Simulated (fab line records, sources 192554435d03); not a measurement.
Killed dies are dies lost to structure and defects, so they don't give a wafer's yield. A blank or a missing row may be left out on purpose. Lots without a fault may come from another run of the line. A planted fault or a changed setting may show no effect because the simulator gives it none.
fab line records | flow n5_finfet | part 1 of 2: steps 1 to 23 of 33
record lots=5 wafers=15 last_day=17
route steps=1938 shown TV_LITHO@1877 TV_OPEN@1887 PAD_METAL@1893 PASSIVATION@1897
lots that met no fault: from a run of the same line without faults
start_h: hours from the record's first day to the start of the lot's first wafer shown | wait_h: hours since the lot's step before | " the same as in the row above | L1.1+2: a row that stands for several wafers | - no value, or no start given | * or withheld: withheld | < > ~ a bound
route shown NAME@n: a module of which the file shows steps, and the number in the route of the first | usual: mean/standard deviation of fault-free wafers | same: alike in all rows | chamber/n: place in a boat | sites: the reading at each site | _std_site: their standard deviation | _edge_site: outer sites' mean less inner sites' | radius_mm: how far each site lies from the wafer's centre | mask NAME#n: copy n | behind: the tool/chamber that last shaped the wafer | hold: why the lot was held/for how many hours/how that ended | device: the transistor (n, p or np) that didn't switch | end of line: the same wafers' tests at the end of the route | a step without rows: its recipe alone | killed: dies lost to structure and defects at the first sort, not the wafer's yield | map: a wafer's dies, x killed, . not, _ none there
set.NAME: the setting as run; set.NAME@STEP: as run at that earlier step | model.NAME: the simulator's own value behind a step, which no gauge read
lots at some steps of the route; a table a step, a row a wafer
services: from which hour (start_h, from the record's first day; less than 0 if before it) a tool's chamber was out of use, for how many hours, and why
## steps
# step N5_PASSIVATION_EBR_06
# recipe solvent=PGMEA ebr_width_mm=1.5
# columns lot.wafer tool chamber start_h wait_h
L075.1+4+5 litho_track-03 0 - -
L085.2+4+5 litho_track-04 0 - -
L087.2+4+5 litho_track-04 0 - -
L094.1+4+6 litho_track-02 0 - -
L097.2+5+6 litho_track-02 0 - -
# step N5_PASSIVATION_SOFTBAKE_05
# recipe temp_c=100 time_s=90
# usual plate_temp_C=100.00/0.13
# columns lot.wafer tool chamber start_h wait_h plate_temp_C
L075.1 litho_track-03 0 - - 100.10
L075.4 " 0 " " 100.06
L075.5 " 0 " " 100.23
L085.2 litho_track-04 0 - - 99.97
L085.4 " 0 " " 99.89
L085.5 " 0 " " 100.01
L087.2 litho_track-04 0 - - 99.95
L087.4 " 0 " " 100.07
L087.5 " 0 " " 99.99
L094.1 litho_track-02 0 - - 100.03
L094.4 " 0 " " 100.05
L094.6 " 0 " " 100.08
L097.2 litho_track-02 0 - - 99.98
L097.5 " 0 " " 99.86
L097.6 " 0 " " 99.98
# step N5_PASSIVATION_EXPOSE_07
# recipe mask_id=TV na=0.55 source_shape=conventional sigma_outer=0.8 polarization=unpolarized defocus_nm=0 target_cd_nm=3000 dose_mj=22.75
# columns lot.wafer tool chamber start_h wait_h mask
L075.1+4+5 krf_scanner-01 0 265.66 - TV#0
L085.2+4+5 krf_scanner-02 0 335.98 - TV#0
L087.2+4+5 krf_scanner-02 0 344.35 - TV#0
L094.1+4+6 krf_scanner-01 0 396.56 - TV#0
L097.2+5+6 krf_scanner-02 0 410.22 - TV#0
# step N5_PASSIVATION_PEB_08
# recipe peb_temp_c=withheld peb_time_s=*
# columns lot.wafer tool chamber start_h wait_h
L075.1+4+5 litho_track-02 0 265.72 0.1
L085.2+4+5 litho_track-03 0 336.03 0.0
L087.2+4+5 litho_track-02 0 344.41 0.0
L094.1+4+6 litho_track-02 0 396.62 0.1
L097.2+5+6 litho_track-03 0 410.27 0.0
# step N5_PASSIVATION_DEVELOP_09
# recipe develop_time_s=60 rinse_liquid=diw dry=air_spin dev_temp_c=21
# columns lot.wafer tool chamber start_h wait_h
L075.1+4+5 litho_track-02 0 - -
L085.2+4+5 litho_track-03 0 - -
L087.2+4+5 litho_track-02 0 - -
L094.1+4+6 litho_track-02 0 - -
L097.2+5+6 litho_track-03 0 - -
# step N5_PASSIVATION_HARDBAKE_11
# recipe temp_c=130 time_s=120
# usual plate_temp_C=130.02/0.13
# columns lot.wafer tool chamber start_h wait_h plate_temp_C
L075.1 litho_track-02 0 - - 129.96
L075.4 " 0 " " 129.78
L075.5 " 0 " " 130.09
L085.2 litho_track-03 0 - - 129.90
L085.4 " 0 " " 129.91
L085.5 " 0 " " 129.94
L087.2 litho_track-02 0 - - 130.00
L087.4 " 0 " " 130.16
L087.5 " 0 " " 129.94
L094.1 litho_track-02 0 - - 129.87
L094.4 " 0 " " 130.08
L094.6 " 0 " " 130.10
L097.2 litho_track-03 0 - - 130.13
L097.5 " 0 " " 130.12
L097.6 " 0 " " 129.94
# step N5_PASSIVATION_CD_MEAS_10
# recipe target_cd_nm=3000 landing_energy_ev=500 detector=se_inlens
# usual cd_nm=2999.1/2.5
# columns lot.wafer tool chamber start_h wait_h cd_nm
L075.1 cd_sem-03 0 265.84 - 2997.1
L075.4 " 0 " " 2998.2
L075.5 " 0 " " 2995.8
L085.2 cd_sem-03 0 336.15 - 2993.6
L085.4 " 0 " " 2998.7
L085.5 " 0 " " 2995.6
L087.2 cd_sem-01 0 344.53 - 3000.6
L087.4 " 0 " " 2997.0
L087.5 " 0 " " 3000.8
L094.1 cd_sem-01 0 396.74 - 3001.6
L094.4 " 0 " " 3001.8
L094.6 " 0 " " 2999.6
L097.2 cd_sem-02 0 410.39 - 2999.6
L097.5 " 0 " " 2997.1
L097.6 " 0 " " 2995.6
# step N5_PASSIVATION_OVL_MEAS_60
# recipe points_per_wafer=44
# usual TV_OVL=-2/5.2
# columns lot.wafer tool chamber start_h wait_h TV_OVL[nm]
L075.1 overlay-02 0 265.87 0.0 -4
L075.4 " 0 " " -11
L075.5 " 0 " " -6
L085.2 overlay-01 0 336.18 0.0 3
L085.4 " 0 " " -3
L085.5 " 0 " " 5
L087.2 overlay-02 0 344.56 0.0 0
L087.4 " 0 " " -2
L087.5 " 0 " " -2
L094.1 overlay-02 0 396.77 0.0 -7
L094.4 " 0 " " -6
L094.6 " 0 " " 1
L097.2 overlay-02 0 410.42 0.0 3
L097.5 " 0 " " 2
L097.6 " 0 " " 7
# step N5_PASSIVATION_INSPECT_61
# recipe mode=adi inspect_instrument=macro
# usual raw_defect_count=2.1/1.5
# columns lot.wafer tool chamber start_h wait_h raw_defect_count
L075.1 defect_inspect-02 - 265.89 0.0 3
L075.4 " - " " 3
L075.5 " - " " 2
L085.2 defect_inspect-02 - 336.21 0.0 1
L085.4 " - " " 2
L085.5 " - " " 2
L087.2 defect_inspect-01 - 344.58 0.0 0
L087.4 " - " " 1
L087.5 " - " " 1
L094.1 defect_inspect-02 - 396.79 0.0 3
L094.4 " - " " 1
L094.6 " - " " 2
L097.2 defect_inspect-01 - 410.44 0.0 1
L097.5 " - " " 1
L097.6 " - " " 2
# step N5_PASSIVATION_DESCUM_12
# recipe chemistry=O2 time_s=7.9 source_power_w=50 bias_power_w=20 pressure_mtorr=20 rf_frequency_hz=2.712e+07 temp_c=40 o2_flow_sccm=225
# usual drypump_motor_current_A=5.9/0.53 oes_product_au=0.78/0.081 rf_vpp_V=243.0/1.4 showerhead_plenum_p_Torr=2.09/0.065 throttle_valve_pct=20.5/0.31
# columns lot.wafer tool chamber start_h wait_h drypump_motor_current_A oes_product_au rf_hours_counter_h rf_vpp_V showerhead_plenum_p_Torr throttle_valve_pct
L075.1 rie_diel-04 3 266.05 0.2 5.4 0.93 13 244.6 2.12 19.8
L075.4 " 1 " " 5.6 0.76 144 243.1 2.11 20.5
L075.5 " 1 " " 5.6 0.75 - 243.5 2.11 20.5
L085.2 rie_diel-05 1 336.41 0.2 5.8 0.71 201 242.1 1.99 20.8
L085.4 " 2 " " 5.2 0.72 - 242.6 2.06 20.3
L085.5 " 1 " " 5.8 0.70 - 242.3 1.99 20.8
L087.2 rie_diel-04 1 344.81 0.2 5.6 0.72 169 242.0 2.10 20.6
L087.4 " 2 " " 6.5 0.69 192 241.0 1.98 20.8
L087.5 " 3 " " 5.4 0.88 - 244.5 2.12 19.9
L094.1 rie_diel-04 0 396.89 0.1 6.5 0.89 40 243.8 2.12 20.3
L094.4 " 2 " " 6.5 0.69 208 240.8 1.97 20.8
L094.6 " 2 " " 6.5 0.69 - 239.0 1.97 20.8
L097.2 rie_diel-04 3 410.47 0.0 5.3 0.85 57 244.2 2.11 19.9
L097.5 " 2 " " 6.5 0.69 - 241.9 1.97 20.8
L097.6 " 1 " " 5.6 0.73 - 241.4 2.09 20.6
# step N5_PASSIVATION_PASS_ETCH_74
# recipe chemistry=CF4/O2 target=SiNx target_depth_a=2200 time_s=110 ion_energy_ev=100 pressure_mtorr=40 source_w=535 bias_w=49 Ar_flow_sccm=100 cf4_flow_sccm=100 O2_flow_sccm=10
# usual drypump_motor_current_A=5.9/0.53 mfc_ar_sccm=100.0/0.34 oes_f_703_au=0.78/0.075 oes_product_au=0.78/0.083 rf_vpp_V=240/7 showerhead_plenum_p_Torr=2.20/0.061 throttle_valve_pct=16.03/0.29
# columns lot.wafer tool chamber start_h wait_h drypump_motor_current_A mfc_ar_sccm oes_f_703_au oes_product_au rf_hours_counter_h rf_vpp_V showerhead_plenum_p_Torr throttle_valve_pct
L075.1 rie_diel-04 3 266.11 0.0 5.4 100.0 0.92 0.95 13 245 2.25 15.53
L075.4 " 1 " " 5.6 100.3 0.77 0.74 144 229 2.21 15.97
L075.5 " 1 " " 5.6 99.8 0.77 0.75 - 229 2.21 15.98
L085.2 rie_diel-05 1 336.47 0.0 5.8 99.4 0.70 0.70 201 238 2.09 16.27
L085.4 " 2 " " 5.2 99.8 0.70 0.71 - 240 2.19 15.94
L085.5 " 1 " " 5.8 99.7 0.70 0.69 - 237 2.09 16.26
L087.2 rie_diel-04 1 344.87 0.0 5.6 99.7 0.75 0.73 169 230 2.20 16.03
L087.4 " 2 " " 6.5 99.9 0.71 0.71 192 235 2.12 16.44
L087.5 " 3 " " 5.4 99.8 0.88 0.89 - 245 2.25 15.56
L094.1 rie_diel-04 0 396.96 0.0 6.5 100.1 0.87 0.87 40 248 2.24 15.84
L094.4 " 2 " " 6.5 100.1 0.70 0.68 208 235 2.11 16.46
L094.6 " 2 " " 6.5 99.9 0.70 0.69 - 237 2.11 16.46
L097.2 rie_diel-04 3 410.54 0.0 5.4 99.5 0.85 0.86 57 246 2.24 15.62
L097.5 " 2 " " 6.4 99.8 0.69 0.68 - 235 2.11 16.47
L097.6 " 1 " " 5.6 100.2 0.74 0.71 - 230 2.19 16.06
# step N5_PASSIVATION_VIA_ETCH_13
# recipe chemistry=CHF3/O2 target=SiO2 target_depth_a=6600 CHF3_flow_sccm=50 O2_flow_sccm=5 Ar_flow_sccm=200 time_s=330 mask_material=PR pressure_mtorr=30 source_w=650 bias_w=170 ion_energy_ev=200 ends=cleared
# usual drypump_motor_current_A=5.9/0.53 etch_rf_on_time_s=235/4.9 mfc_ar_sccm=200.0/0.59 oes_f_703_au=0.78/0.076 oes_product_au=0.71/0.074 rf_vpp_V=521/14 showerhead_plenum_p_Torr=2.41/0.061 throttle_valve_pct=19.0/0.33
# columns lot.wafer tool chamber start_h wait_h drypump_motor_current_A etch_rf_on_time_s mfc_ar_sccm oes_f_703_au oes_product_au rf_hours_counter_h rf_vpp_V showerhead_plenum_p_Torr throttle_valve_pct
L075.1 rie_diel-04 3 266.20 0.0 5.4 227 200.6 0.92 0.84 13 531 2.45 18.4
L075.4 " 1 " " 5.6 234 199.6 0.78 0.68 144 499 2.42 18.9
L075.5 " 1 " " 5.6 235 199.6 0.77 0.67 - 501 2.42 18.9
L085.2 rie_diel-05 1 336.56 0.0 5.7 240 199.4 0.70 0.62 201 516 2.29 19.2
L085.4 " 2 " " 5.2 234 199.7 0.70 0.64 - 518 2.39 18.8
L085.5 " 1 " " 5.7 241 199.7 0.70 0.63 - 517 2.29 19.2
L087.2 rie_diel-04 1 344.97 0.0 5.5 235 200.3 0.75 0.65 170 500 2.41 19.0
L087.4 " 2 " " 6.5 237 199.9 0.70 0.64 192 512 2.33 19.5
L087.5 " 3 " " 5.4 225 198.9 0.88 0.80 - 530 2.45 18.4
L094.1 rie_diel-04 0 397.05 0.0 6.5 233 199.7 0.86 0.80 40 541 2.45 18.7
L094.4 " 2 " " 6.4 238 200.5 0.70 0.63 208 513 2.32 19.5
L094.6 " 2 " " 6.4 237 201.1 0.69 0.63 - 513 2.32 19.5
L097.2 rie_diel-04 3 410.63 0.0 5.4 230 200.8 0.85 0.78 57 530 2.44 18.4
L097.5 " 2 " " 6.5 241 199.0 0.69 0.62 - 514 2.32 19.5
L097.6 " 1 " " 5.5 239 200.2 0.73 0.63 - 500 2.40 19.0
# step N5_PASSIVATION_STRIP_14
# recipe chemistry=O2 power_w=600 temp_c=60 pressure_mtorr=30 rf_frequency_hz=6e+07 bias_power_w=0 overash_fraction=0.5 o2_flow_sccm=225
# usual drypump_motor_current_A=5.9/0.52 oes_product_au=0.79/0.081 rf_vpp_V=3.6/1 showerhead_plenum_p_Torr=2.09/0.064 throttle_valve_pct=16.69/0.3
# columns lot.wafer tool chamber start_h wait_h drypump_motor_current_A oes_product_au rf_hours_counter_h rf_vpp_V showerhead_plenum_p_Torr throttle_valve_pct
L075.1 rie_diel-04 3 266.40 0.1 5.4 0.92 13 3.0 2.13 16.09
L075.4 " 1 " " 5.6 0.75 144 2.7 2.11 16.75
L075.5 " 1 " " 5.6 0.74 - 2.3 2.11 16.74
L085.2 rie_diel-05 1 336.76 0.1 5.8 0.70 201 1.2 1.99 17.00
L085.4 " 2 " " 5.2 0.71 - 3.8 2.07 16.57
L085.5 " 1 " " 5.7 0.71 - 2.9 1.99 16.99
L087.2 rie_diel-04 1 345.16 0.1 5.6 0.73 170 3.0 2.10 16.79
L087.4 " 2 " " 6.4 0.70 192 4.3 1.98 16.99
L087.5 " 3 " " 5.4 0.88 - 3.6 2.12 16.14
L094.1 rie_diel-04 0 397.25 0.1 6.5 0.87 40 3.5 2.12 16.49
L094.4 " 2 " " 6.5 0.67 209 5.0 1.98 17.05
L094.6 " 2 " " 6.5 0.68 - 6.7 1.98 17.03
L097.2 rie_diel-04 3 410.83 0.1 5.4 0.85 57 2.1 2.11 16.16
L097.5 " 2 " " 6.5 0.68 - 3.9 1.97 17.03
L097.6 " 1 " " 5.6 0.72 - 2.8 2.10 16.83
# step N5_PASSIVATION_ETCH_15
# recipe chemistry=CF4/N2 target=SiCN target_depth_a=750 taper_deg=2 time_s=81.2 ion_energy_ev=150 mask_material=SiNx pressure_mtorr=40 source_w=430 bias_w=70 Ar_flow_sccm=100 cf4_flow_sccm=60 n2_flow_sccm=60
# usual drypump_motor_current_A=5.9/0.52 mfc_ar_sccm=100.0/0.31 oes_product_au=0.78/0.083 rf_vpp_V=382.3/1.7 showerhead_plenum_p_Torr=2.21/0.061 throttle_valve_pct=15.49/0.29
# columns lot.wafer tool chamber start_h wait_h drypump_motor_current_A mfc_ar_sccm oes_product_au rf_hours_counter_h rf_vpp_V showerhead_plenum_p_Torr throttle_valve_pct
L075.1 rie_diel-04 3 - - 5.4 100.1 0.94 13 383.4 2.26 14.98
L075.4 " 1 " " 5.6 99.8 0.75 144 381.4 2.21 15.46
L075.5 " 1 " " 5.6 100.1 0.74 - 381.5 2.21 15.45
L085.2 rie_diel-05 1 - - 5.8 100.3 0.69 201 379.4 2.10 15.72
L085.4 " 2 " " 5.2 100.0 0.70 - 380.7 2.19 15.39
L085.5 " 1 " " 5.8 100.4 0.70 - 379.8 2.10 15.73
L087.2 rie_diel-04 1 - - 5.6 100.2 0.73 170 382.7 2.20 15.50
L087.4 " 2 " " 6.4 99.3 0.71 192 381.0 2.12 15.92
L087.5 " 3 " " 5.4 99.9 0.89 - 382.2 2.25 15.01
L094.1 rie_diel-04 0 - - 6.5 100.5 0.87 41 383.9 2.25 15.30
L094.4 " 2 " " 6.5 100.3 0.68 209 380.3 2.11 15.95
L094.6 " 2 " " 6.5 99.9 0.68 - 381.1 2.11 15.93
L097.2 rie_diel-04 3 - - 5.4 100.3 0.86 57 382.9 2.24 15.05
L097.5 " 2 " " 6.5 100.5 0.68 - 379.8 2.11 15.96
L097.6 " 1 " " 5.6 100.6 0.71 - 382.6 2.20 15.56
# step N5_PASSIVATION_STRIP_73
# recipe chemistry=post_etch_residue_remover time_s=60 temp_c=25 remover_ph=withheld remover_water_wt_pct=withheld remover_fluoride_wt_pct=withheld
# columns lot.wafer tool chamber start_h wait_h
L075.1+4+5 wet_bench-04 1,2,4 266.56 -
L085.2+4+5 wet_bench-04 4,7,0 336.93 -
L087.2+4+5 wet_bench-02 3,2,5 345.32 -
L094.1+4+6 wet_bench-05 5,3,1 397.40 -
L097.2+5+6 wet_bench-02 7,3,0 410.99 -
# step N5_PASSIVATION_SRD_17
# recipe time_s=30 temp_c=23 rinse_liquid=diw dry=n2_spin spin_rpm=1500 dry_time_s=30
# columns lot.wafer tool chamber start_h wait_h
L075.1+4+5 wet_bench-04 1,2,4 266.58 0.0
L085.2+4+5 wet_bench-04 4,7,0 336.95 0.0
L087.2+4+5 wet_bench-02 3,2,5 345.34 0.0
L094.1+4+6 wet_bench-05 5,3,1 397.42 0.0
L097.2+5+6 wet_bench-02 7,3,0 411.01 0.0
# step N5_PASSIVATION_DEGAS_18
# recipe ambient=vacuum temp_c=300 time_s=60
# usual heater_power_w=458/48
# columns lot.wafer tool chamber start_h wait_h heater_power_w
L075.1 pvd_sputter-02 - 266.71 0.1 437
L075.4 " - " " 469
L075.5 " - " " 478
L085.2 pvd_sputter-02 - 337.18 0.2 428
L085.4 " - " " 468
L085.5 " - " " 402
L087.2 pvd_sputter-01 - 345.41 0.1 392
L087.4 " - " " 532
L087.5 " - " " 391
L094.1 pvd_sputter-01 - 398.06 0.6 437
L094.4 " - " " 400
L094.6 " - " " 397
L097.2 pvd_sputter-03 - 411.48 0.5 531
L097.5 " - " " 476
L097.6 " - " " 450
# step N5_PASSIVATION_PRE_CLEAN_19
# recipe gas=H2/He time_s=* temp_c=*
# usual heater_power_w=457/46
# columns lot.wafer tool chamber start_h wait_h heater_power_w
L075.1 pvd_sputter-02 - 266.75 0.0 425
L075.4 " - " " 473
L075.5 " - " " 457
L085.2 pvd_sputter-02 - 337.22 0.0 425
L085.4 " - " " 473
L085.5 " - " " 406
L087.2 pvd_sputter-01 - 345.45 0.0 391
L087.4 " - " " 552
L087.5 " - " " 398
L094.1 pvd_sputter-01 - 398.10 0.0 429
L094.4 " - " " 397
L094.6 " - " " 397
L097.2 pvd_sputter-03 - 411.52 0.0 527
L097.5 " - " " 485
L097.6 " - " " 459
# step N5_PASSIVATION_SPUTTER_20
# recipe material=TaN target_thk_a=500 temp_c=25 chamber_pressure_pa=0.4
# usual throttle_valve_pct=30.2/0.87
# columns lot.wafer tool chamber start_h wait_h throttle_valve_pct
L075.1 pvd_sputter-02 - 266.79 0.0 30.1
L075.4 " - " " 29.1
L075.5 " - " " 29.0
L085.2 pvd_sputter-02 - 337.26 0.0 30.2
L085.4 " - " " 28.9
L085.5 " - " " 29.5
L087.2 pvd_sputter-01 - 345.49 0.0 31.0
L087.4 " - " " 29.4
L087.5 " - " " 31.1
L094.1 pvd_sputter-01 - 398.14 0.0 30.4
L094.4 " - " " 30.9
L094.6 " - " " 30.9
L097.2 pvd_sputter-03 - 411.56 0.0 31.7
L097.5 " - " " 29.4
L097.6 " - " " 30.0
# step N5_PASSIVATION_AL_DEP_21
# recipe material=Al target_thk_a=28000 temp_c=400 time_s=170 power_w=30000 chamber_pressure_pa=0.4 gas=Ar
# usual cathode_dc_power_W=29999/5.2 throttle_valve_pct=30.2/0.9
# columns lot.wafer tool chamber start_h wait_h cathode_dc_power_W throttle_valve_pct
L075.1 pvd_sputter-02 - 266.89 0.1 30009 30.2
L075.4 " - " " 30002 29.0
L075.5 " - " " 30002 28.6
L085.2 pvd_sputter-02 - 337.36 0.1 29994 30.3
L085.4 " - " " 30002 29.0
L085.5 " - " " 29999 29.7
L087.2 pvd_sputter-01 - 345.59 0.1 30001 30.7
L087.4 " - " " 30007 29.5
L087.5 " - " " 29995 30.9
L094.1 pvd_sputter-01 - 398.24 0.1 30007 30.6
L094.4 " - " " 29986 30.8
L094.6 " - " " 29997 31.0
L097.2 pvd_sputter-03 - 411.66 0.1 29998 31.8
L097.5 " - " " 29996 29.1
L097.6 " - " " 29992 30.1
# step N5_PASSIVATION_HMDS_23
# recipe time_s=60 temp_c=120
# usual plate_temp_C=119.98/0.13
# columns lot.wafer tool chamber start_h wait_h plate_temp_C
L075.1 litho_track-01 0 267.07 0.1 119.94
L075.4 " 0 " " 119.86
L075.5 " 0 " " 120.03
L085.2 litho_track-05 0 337.55 0.1 119.88
L085.4 " 0 " " 119.90
L085.5 " 0 " " 119.98
L087.2 litho_track-05 0 345.78 0.1 120.08
L087.4 " 0 " " 119.96
L087.5 " 0 " " 120.06
L094.1 litho_track-02 0 398.43 0.1 119.88
L094.4 " 0 " " 119.91
L094.6 " 0 " " 119.88
L097.2 litho_track-02 0 411.84 0.1 120.02
L097.5 " 0 " " 120.04
L097.6 " 0 " " 119.95
# step N5_PASSIVATION_COAT_24
# recipe spin_rpm=3000 resist_thk_nm=withheld
# columns lot.wafer tool chamber start_h wait_h
L075.1+4+5 litho_track-01 0 - -
L085.2+4+5 litho_track-05 0 - -
L087.2+4+5 litho_track-05 0 - -
L094.1+4+6 litho_track-02 0 - -
L097.2+5+6 litho_track-02 0 - -
# step N5_PASSIVATION_EBR_26
# recipe solvent=PGMEA ebr_width_mm=1.5
# columns lot.wafer tool chamber start_h wait_h
L075.1+4+5 litho_track-01 0 - -
L085.2+4+5 litho_track-05 0 - -
L087.2+4+5 litho_track-05 0 - -
L094.1+4+6 litho_track-02 0 - -
L097.2+5+6 litho_track-02 0 - -
